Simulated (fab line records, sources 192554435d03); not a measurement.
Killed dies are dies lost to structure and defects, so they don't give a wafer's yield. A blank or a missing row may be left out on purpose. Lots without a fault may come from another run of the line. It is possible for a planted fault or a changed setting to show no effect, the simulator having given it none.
Chamber matching :: flow n5_finfet :: cmp-04 running N5_MOL_CONTACT_COAG_CMP_23: 4 sister chambers
The step polishes, stops on SiO2, t overpolish 1.5 s, target thk 0 nm. 4 wafers are shown with their chamber, then 9 later ones without.

WAFERS PAIRED WITH THEIR CHAMBERS
wafer: L084.2
chamber: 1
motor_current_A (A): 7.0

wafer: L084.3
chamber: 0
motor_current_A (A): 8.9

wafer: L091.4
chamber: 2
motor_current_A (A): 7.1

wafer: L091.6
chamber: 3
motor_current_A (A): 8.2

WAFERS WITH NO CHAMBER GIVEN
wafer: L092.3
motor_current_A (A): 8.7

wafer: L092.4
motor_current_A (A): 8.2

wafer: L092.6
motor_current_A (A): 7.7

wafer: L093.3
motor_current_A (A): 6.9

wafer: L093.4
motor_current_A (A): 7.2

wafer: L093.6
motor_current_A (A): 9.2

wafer: L095.2
motor_current_A (A): 7.5

wafer: L095.4
motor_current_A (A): 8.2

wafer: L095.6
motor_current_A (A): 7.1

EACH ONE'S CHAMBER
wafer: L092.3
from the rows above: can't be placed: 0 or 3
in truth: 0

wafer: L092.4
from the rows above: 3
in truth: 3

wafer: L092.6
from the rows above: can't be placed: 3 or 2 or 1
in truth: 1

wafer: L093.3
from the rows above: can't be placed: 1 or 2
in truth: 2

wafer: L093.4
from the rows above: can't be placed: 2 or 1
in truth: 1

wafer: L093.6
from the rows above: 0
in truth: 0

wafer: L095.2
from the rows above: can't be placed: 2 or 1 or 3
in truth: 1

wafer: L095.4
from the rows above: 3
in truth: 3

wafer: L095.6
from the rows above: can't be placed: 2 or 1
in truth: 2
Placed correctly: 3 of 9. From these rows, 6 cannot be placed; in 6 the true chamber is one of the candidates. Wrongly placed: 0.
How it was worked out, from the rows above alone: a wafer's distance from a chamber is the root of the sum, over the readings, of the square of ((its reading less the chamber's mean) divided by the reading's scatter). If the next closest chamber is less than 2 further off than the closest, the wafer can't be placed; otherwise it belongs to the closest. A chamber's mean is the mean of its shown wafers. The scatter (one wafer shown for each chamber): square how far every hidden wafer sits from the nearest shown wafer, average those squares and take the square root.
